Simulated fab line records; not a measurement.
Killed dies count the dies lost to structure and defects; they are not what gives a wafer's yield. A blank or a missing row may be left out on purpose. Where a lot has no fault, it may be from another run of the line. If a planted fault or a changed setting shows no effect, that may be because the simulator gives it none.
8D (eight disciplines) problem report, filled in by code	flow nand-harc	the parts of the form that need people (team, actions taken, sign-off) are left out

== 1. THE ISSUE ==
Wafers without a fault read 199.6 nm, standard deviation 3; thk-nm at NHARC_A_ONON_D1_THK_MEAS_34 reads a mean of 172.8 nm on 2 wafers belonging to 2 lots. That puts it -8.9 standard deviations away from the usual mean.
The step: measures by ellipsometry.
The first sign was on wafer L989.1 at day 14 12:43, on film-metro-01. At this step, 36 wafers from 12 lots have a number in the record. Rule for "out", or "out of limits": more than 4 standard deviations from the usual mean. Any other wafer with a number is counted as sound.

== 2. WHAT IT IS; WHAT IT IS NOT ==
question	is	is not
which readings at this step	thk-nm	-
which lots	L989, L990	L974, L975, L977, L978, L979, L980, L982, L984, L996, L997
which wafers of those lots	L989.1, L990.6	L989.2, L989.3, L990.3, L990.5
read on which gauges	film-metro-01	film-metro-02
when	from day 14 12:43	up to then (26 sound wafers); but 8 sound wafers of L990, L996, L997 came after

== 3. THE SUSPECTS, EACH WITH WHAT RULES IT OUT ==
Counting: a tool at a process step up to the reading stays a suspect if it ran every lot that is out. Sound lots after the first of them don't rule it out here, since some wafers of a struck lot are sound.
- the gauge at NHARC_A_ONON_D1_THK_MEAS_34 has been ruled out. All the wafers that are out were read on film-metro-01, but those of them that NHARC_A_ONON_D1_DEP_33 has rows for are out there too, on other tools.
- pecvd-04 at NHARC_A_ONON_D1_DEP_33 (deposits SiO2, target thk 200 nm): kept. It ran every lot that is out, first L989 (day 14 12:19); its last sound lot up to then is L979 (day 10 14:45). Its own rf-fwd-power-W, showerhead-vpp-V readings are out on those wafers.
- At NHARC_A_ONON_D1_DEP_33, inside pecvd-04: chamber 0 took the wafers that are out, while their sound lot-mates went through chambers 1, 2.
The count leaves pecvd-04 at NHARC_A_ONON_D1_DEP_33.

== 4. THE CAUSE (what the simulator had put in) ==
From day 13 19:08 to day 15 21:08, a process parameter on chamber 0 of pecvd-04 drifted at NHARC_A_ONON_D1_DEP_33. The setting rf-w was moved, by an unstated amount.
Only this tool survived the counting.

== 5. SEQUENCE OF EFFECTS, ordered by route ==
Each row: a reading whose mean over the struck wafers that have a number lies more than 3 standard deviations from the usual. Only readings for which the record gives a usual standard deviation are gone through. hours: the time from each lot's start at the first step in this table that gives one to its start at this step, as a median over the lots. sigmas: the change in usual standard deviations.
hours	step	reading	usual	on struck wafers	change	sigmas
0	NHARC_A_ONON_D1_DEP_33	rf-fwd-power-W	898.2 W	538.6	-359.6	-99 or more
0	NHARC_A_ONON_D1_DEP_33	showerhead-vpp-V	1913 V	1438	-476	-5.7
0	NHARC_A_ONON_D1_THK_MEAS_34	thk-nm	199.6 nm	172.8	-26.8	-8.9
Here are the process steps it includes:
- NHARC_A_ONON_D1_DEP_33: deposits SiO2, target thk 200 nm.
Later measuring or inspecting steps at which every struck wafer that the step has a row for has a number for every such reading, and none has moved that far: NHARC_A_CHANNEL_HOLE_D1_CD_MEAS_10.

== 6. HOW IT WOULD HAVE BEEN CAUGHT EARLIER ==
The first out-of-limits reading at a measuring or inspecting step in this record came at day 14 12:43, 18 hours after the fault's start at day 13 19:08.
The tool's own readings at NHARC_A_ONON_D1_DEP_33 were out on every struck wafer that the step has a row for (rf-fwd-power-W, showerhead-vpp-V): an alarm limit on them would have fired on the first of those.
Of the lots that are out (2), L990 began NHARC_A_ONON_D1_DEP_33 on pecvd-04 after day 14 12:43. It would have been spared by a hold on the tool at that moment.
